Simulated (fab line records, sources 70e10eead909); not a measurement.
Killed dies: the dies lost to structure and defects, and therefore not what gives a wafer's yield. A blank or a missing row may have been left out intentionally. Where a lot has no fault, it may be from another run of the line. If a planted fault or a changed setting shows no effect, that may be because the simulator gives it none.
Problem report in the 8D (eight disciplines) form, filled by code -- flow nand harc -- the parts of the form that need people (team, actions taken, sign-off) are left out

## 1. THE ISSUE
Wafers without a fault read 999 nm, standard deviation 10; thk nm at NHARC_A_ONON_D1_THK_MEAS_30 reads a mean of 706 nm on 6 wafers belonging to 2 lots. Measured from the usual mean, that is -29 standard deviations.
The step: measures by ellipsometry.
The first sign was on wafer L474.2 at day 11 21:25, on film metro-02. At this step, 42 wafers from 14 lots have a number in the record. Rule for "out" (also "out of limits"): further than 4 standard deviations from the usual mean. Any other wafer with a number is counted as sound.

## 2. WHAT IT IS AND WHAT IT IS NOT
question,is,is not
which readings at this step,thk nm,-
which lots,"L474, L475","L465, L466, L468, L469, L472, L478, L479, L480, L482, L484, L487, L488"
which wafers of those lots,all that have a number,-
read on which gauges,film metro-02,film metro-01
when,from day 11 21:25,"up to then (15 sound wafers); but 21 sound wafers of L478, L479, L480, L482, L484, L487, L488 came after"

## 3. SUSPECTS, AND WHAT RULES EACH OUT
Counting: a tool stays on the suspect list if, at a process step up to the reading, it processed all lots that are out and no sound lot following the first of them.
- the gauge at NHARC_A_ONON_D1_THK_MEAS_30: kept. All the wafers that are out were read on film metro-02, and no step on other tools shows them out.
- pecvd onon-04 at NHARC_A_ONON_D1_DEP_28 (target thk 1000 nm): ruled out as a lasting fault. The sound lots L479, L480, L482, L484, L488 went through it after L474, its earliest lot that is out (day 11 20:58).
Left after counting: film metro-02 at NHARC_A_ONON_D1_THK_MEAS_30.

## 4. THE CAUSE (what the simulator had put in)
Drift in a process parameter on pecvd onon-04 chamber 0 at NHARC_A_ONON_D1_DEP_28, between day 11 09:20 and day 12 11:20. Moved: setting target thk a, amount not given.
It was ruled out by counting, in error; the rule expects a fault to strike all lots run on its tool from its start on, and this fault did not.

## 5. THE EFFECT CHAIN, in route order
Each row: a reading whose mean over the struck wafers that have a number lies more than 3 standard deviations from the usual. Readings are gone through only where the record gives a usual standard deviation; hours: the median, over the lots, of the time from a lot's start at the first step in this table giving one to that lot's start at this step; sigmas: the change measured in usual standard deviations.
hours,step,reading,usual,on struck wafers,change,sigmas
0,NHARC_A_ONON_D1_THK_MEAS_30,thk nm,999 nm,706,-294,-29

## 6. HOW IT WOULD HAVE BEEN CAUGHT EARLIER
The first out-of-limits reading at a measuring or inspecting step in this record came at day 11 21:25, 12 hours after the fault's start at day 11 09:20.
No tool reading at NHARC_A_ONON_D1_DEP_28 that has a usual standard deviation in the record was out on any struck wafer, so an alarm limit of 4 standard deviations on those readings would not have fired.
